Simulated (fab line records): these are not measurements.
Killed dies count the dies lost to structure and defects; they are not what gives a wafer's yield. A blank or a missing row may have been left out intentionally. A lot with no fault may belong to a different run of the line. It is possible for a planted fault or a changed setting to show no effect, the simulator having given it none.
Matching of chambers || flow nand-harc || NHARC_P_GATE_DESCUM_31 on rie-diel-10 has 4 sister chambers
The step chemistry O2, time 3 s. 16 wafers are shown with their chamber, then 8 later ones without.

WAFERS PAIRED WITH THEIR CHAMBERS
{"wafer": "L301.2", "chamber": 3, "oes-product-au (a.u.)": 1.004, "throttle-valve-pct (%)": 11.324, "rf-vpp-V (V)": 56.3}
{"wafer": "L301.4", "chamber": 2, "oes-product-au (a.u.)": 0.983, "throttle-valve-pct (%)": 11.319, "rf-vpp-V (V)": 59.1}
{"wafer": "L301.5", "chamber": 0, "oes-product-au (a.u.)": 0.994, "throttle-valve-pct (%)": 11.312, "rf-vpp-V (V)": 59.2}
{"wafer": "L302.1", "chamber": 0, "oes-product-au (a.u.)": 1.015, "throttle-valve-pct (%)": 11.300, "rf-vpp-V (V)": 57.8}
{"wafer": "L302.2", "chamber": 1, "oes-product-au (a.u.)": 1.023, "throttle-valve-pct (%)": 11.291, "rf-vpp-V (V)": 58.1}
{"wafer": "L302.6", "chamber": 0, "oes-product-au (a.u.)": 1.023, "throttle-valve-pct (%)": 11.312, "rf-vpp-V (V)": 58.3}
{"wafer": "L305.4", "chamber": 3, "oes-product-au (a.u.)": 1.006, "throttle-valve-pct (%)": 11.322, "rf-vpp-V (V)": 57.4}
{"wafer": "L305.5", "chamber": 2, "oes-product-au (a.u.)": 0.986, "throttle-valve-pct (%)": 11.315, "rf-vpp-V (V)": 57.8}
{"wafer": "L305.6", "chamber": 3, "oes-product-au (a.u.)": 0.999, "throttle-valve-pct (%)": 11.308, "rf-vpp-V (V)": 59.9}
{"wafer": "L307.2", "chamber": 0, "oes-product-au (a.u.)": 1.019, "throttle-valve-pct (%)": 11.307, "rf-vpp-V (V)": 58.4}
{"wafer": "L307.4", "chamber": 3, "oes-product-au (a.u.)": 1.016, "throttle-valve-pct (%)": 11.319, "rf-vpp-V (V)": 57.8}
{"wafer": "L307.5", "chamber": 3, "oes-product-au (a.u.)": 1.013, "throttle-valve-pct (%)": 11.312, "rf-vpp-V (V)": 57.0}
{"wafer": "L308.1", "chamber": 2, "oes-product-au (a.u.)": 0.992, "throttle-valve-pct (%)": 11.312, "rf-vpp-V (V)": 57.9}
{"wafer": "L308.3", "chamber": 1, "oes-product-au (a.u.)": 1.016, "throttle-valve-pct (%)": 11.310, "rf-vpp-V (V)": 59.1}
{"wafer": "L308.4", "chamber": 0, "oes-product-au (a.u.)": 1.015, "throttle-valve-pct (%)": 11.322, "rf-vpp-V (V)": 57.3}
{"wafer": "L309.2", "chamber": 2, "oes-product-au (a.u.)": 0.990, "throttle-valve-pct (%)": 11.304, "rf-vpp-V (V)": 57.5}

SIGNATURES, as means of the wafers listed above
{"reading": "oes-product-au", "chamber 0": 1.01320, "chamber 1": 1.01950, "chamber 2": 0.98775, "chamber 3": 1.00760, "scatter within a chamber": 0.008}
{"reading": "throttle-valve-pct", "chamber 0": 11.31060, "chamber 1": 11.30050, "chamber 2": 11.31250, "chamber 3": 11.31700, "scatter within a chamber": 0.00788}
{"reading": "rf-vpp-V", "chamber 0": 58.200, "chamber 1": 58.600, "chamber 2": 58.075, "chamber 3": 57.680, "scatter within a chamber": 0.974}
Rule: for each reading, subtract the chamber's mean from the wafer's reading, divide by that reading's scatter and square the result; add these up over the readings and take the root, which gives the wafer's distance from the chamber. The wafer belongs to the nearest chamber; if the next one is less than 2 further off, it can't be placed. The scatter: take each reading less its chamber's mean, square it, sum over the shown wafers, divide by the number of wafers less the number of chambers, and take the root.

WAFERS WITH NO CHAMBER GIVEN
{"wafer": "L309.3", "oes-product-au (a.u.)": 1.017, "throttle-valve-pct (%)": 11.315, "rf-vpp-V (V)": 57.3}
{"wafer": "L309.4", "oes-product-au (a.u.)": 1.010, "throttle-valve-pct (%)": 11.309, "rf-vpp-V (V)": 57.3}
{"wafer": "L310.3", "oes-product-au (a.u.)": 1.018, "throttle-valve-pct (%)": 11.303, "rf-vpp-V (V)": 59.1}
{"wafer": "L310.4", "oes-product-au (a.u.)": 0.994, "throttle-valve-pct (%)": 11.292, "rf-vpp-V (V)": 57.1}
{"wafer": "L310.5", "oes-product-au (a.u.)": 1.015, "throttle-valve-pct (%)": 11.312, "rf-vpp-V (V)": 58.4}
{"wafer": "L311.1", "oes-product-au (a.u.)": 1.022, "throttle-valve-pct (%)": 11.316, "rf-vpp-V (V)": 58.2}
{"wafer": "L311.2", "oes-product-au (a.u.)": 1.013, "throttle-valve-pct (%)": 11.313, "rf-vpp-V (V)": 57.7}
{"wafer": "L311.6", "oes-product-au (a.u.)": 1.021, "throttle-valve-pct (%)": 11.312, "rf-vpp-V (V)": 58.6}

WHICH CHAMBER EACH WENT THROUGH
{"wafer": "L309.3", "from the rows above": "can't be placed: 0 or 3 or 1", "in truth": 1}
{"wafer": "L309.4", "from the rows above": "can't be placed: 0 or 3 or 1 or 2", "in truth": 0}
{"wafer": "L310.3", "from the rows above": "can't be placed: 1 or 0", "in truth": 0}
{"wafer": "L310.4", "from the rows above": "can't be placed: 2 or 0 or 3 or 1", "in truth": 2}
{"wafer": "L310.5", "from the rows above": "can't be placed: 0 or 3 or 1", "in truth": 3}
{"wafer": "L311.1", "from the rows above": "can't be placed: 0 or 3 or 1", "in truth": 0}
{"wafer": "L311.2", "from the rows above": "can't be placed: 0 or 3 or 1", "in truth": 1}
{"wafer": "L311.6", "from the rows above": "can't be placed: 0 or 1 or 3", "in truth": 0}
Correctly placed: 0 of 8. Unplaceable from these rows: 8, with the true chamber sitting among the candidates in 8. Placed wrongly: 0.
